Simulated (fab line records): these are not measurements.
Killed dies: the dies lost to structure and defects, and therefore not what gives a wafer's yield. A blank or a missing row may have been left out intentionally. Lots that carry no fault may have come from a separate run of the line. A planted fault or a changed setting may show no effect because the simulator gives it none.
Which tool is to blame? | flow n5 finfet | 9 lots with 27 wafers sampled at 3 steps, on a route of 1938 steps

== WHAT THE GAUGES SHOWED, per wafer ==
N5_BEOL_M3_CD_MEAS_28: target cd 25.7 nm, target cd y 23.3 nm.
lot  | measured     | on        | cd nm (nm)
L260 | day 8 08:11  | cd sem-03 | 25.85 25.99 26.05
L262 | day 8 08:14  | cd sem-01 | 25.78 26.22 25.43
L261 | day 8 11:10  | cd sem-01 | 26.02 26.22 25.88
L263 | day 8 20:29  | cd sem-02 | 25.11 22.92 22.50
L264 | day 8 23:14  | cd sem-02 | 25.68 23.31 22.75
L274 | day 12 00:31 | cd sem-03 | 25.60 25.86 25.57
L275 | day 12 05:44 | cd sem-03 | 26.01 25.68 25.97
L279 | day 13 00:49 | cd sem-01 | 25.69 25.84 25.64
L280 | day 13 03:39 | cd sem-02 | 25.48 25.97 25.70

== TOOL THAT RAN EACH LOT (tool first, then ch and the chambers of the sampled wafers, then the start) ==
lot  | N5_BEOL_M3_DESCUM_16               | N5_BEOL_M3_EXPOSE_25
L260 | rie diel-04 ch 0,1, day 8 07:19    | euv scanner-02 ch 0, day 8 08:03
L262 | rie diel-05 ch 1,2,3, day 8 07:28  | euv scanner-02 ch 0, day 8 08:05
L261 | rie diel-01 ch 2,3, day 8 10:18    | euv scanner-02 ch 0, day 8 11:02
L263 | rie diel-05 ch 0,1,2, day 8 19:37  | euv scanner-02 ch 0, day 8 20:22
L264 | rie diel-04 ch 1,2,3, day 8 22:29  | euv scanner-02 ch 0, day 8 23:06
L274 | rie diel-01 ch 0,1,3, day 11 23:44 | euv scanner-02 ch 0, day 12 00:22
L275 | rie diel-04 ch 0,3, day 12 04:59   | euv scanner-02 ch 0, day 12 05:37
L279 | rie diel-01 ch 1,2,3, day 12 23:57 | euv scanner-01 ch 0, day 13 00:40
L280 | rie diel-05 ch 0,1,2, day 13 02:44 | euv scanner-02 ch 0, day 13 03:30
- N5_BEOL_M3_DESCUM_16: chemistry O2, time 7 s.
- N5_BEOL_M3_EXPOSE_25: exposes mask V2, defocus 5 nm.

== THE ANSWER, worked out from the rows above alone ==
Rule: what is usual is taken from the lots themselves. The widest of any qualifying gaps counts: lots, ordered by their means at a reading, are off when they make up no more than a third of the lots, leave a main group of 4 or more, and stand apart from it by 3 or more times the standard deviation of that group's means. A main group whose means are all the same, to the digits that the tables above print for the reading, isn't used. Also off: a lot with no number at a reading for which 4 or more lots have one. All remaining lots with rows at the step are treated as sound.
Off: L263, L264 (N5_BEOL_M3_CD_MEAS_28, cd nm). Mean 25.83 nm and standard deviation 0.13 in the main group.
A tool fits if, at a process step before that reading, it ran every lot that is off, and no sound lot after the first of them. Gauges at N5_BEOL_M3_CD_MEAS_28: tried the same way as those tools. Not one of the candidates tried fits.

== WHAT THE SIMULATOR HAD INSERTED ==
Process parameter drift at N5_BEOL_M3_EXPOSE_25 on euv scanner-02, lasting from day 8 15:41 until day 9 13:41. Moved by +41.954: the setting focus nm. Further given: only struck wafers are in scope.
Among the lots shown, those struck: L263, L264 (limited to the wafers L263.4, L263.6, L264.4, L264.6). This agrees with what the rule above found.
